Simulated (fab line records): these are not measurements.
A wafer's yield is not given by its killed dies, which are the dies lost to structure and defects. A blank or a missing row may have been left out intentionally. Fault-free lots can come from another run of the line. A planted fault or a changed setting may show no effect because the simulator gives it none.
Matching of chambers ; flow nand_harc ; NHARC_A_BLC_STRIP_21 on rie_diel-11 has 4 sister chambers
The step strips in O2. 8 wafers are shown with their chamber, then 7 later ones without.

WAFERS, EACH WITH ITS CHAMBER
wafer;chamber;showerhead_plenum_p_Torr (Torr);oes_product_au (a.u.)
L493.6;0;3.59;1.013
L496.5;3;3.44;1.003
L498.5;3;3.43;0.993
L499.2;2;3.54;0.993
L499.5;1;3.30;1.004
L499.6;0;3.59;1.006
L500.1;2;3.54;1.004
L500.2;1;3.30;1.006

WAFERS WITHOUT THEIR CHAMBER
wafer;showerhead_plenum_p_Torr (Torr);oes_product_au (a.u.)
L500.5;3.30;1.005
L501.3;3.43;1.000
L501.4;3.30;1.005
L501.5;3.30;1.013
L502.1;3.30;1.017
L502.2;3.54;0.990
L502.3;3.59;1.008

WHICH CHAMBER EACH WENT THROUGH
wafer;from the rows above;in truth
L500.5;1;1
L501.3;3;3
L501.4;1;1
L501.5;1;1
L502.1;1;1
L502.2;2;2
L502.3;0;0
Placed correctly: 7 of 7. Can't be placed from these rows: 0. 0 placed wrongly.
How it was worked out, from the rows above alone: a wafer's distance from a chamber is the root of the sum, over the readings, of the square of ((its reading less the chamber's mean) divided by the reading's scatter). If the next closest chamber is less than 2 further off than the closest, the wafer can't be placed; otherwise it belongs to the closest. For every chamber, the mean is computed from those of its wafers that are shown. How the scatter is found: for the shown wafers, subtract from each reading the mean of its chamber, square and add these, divide the total by (wafers less chambers), then take the root.
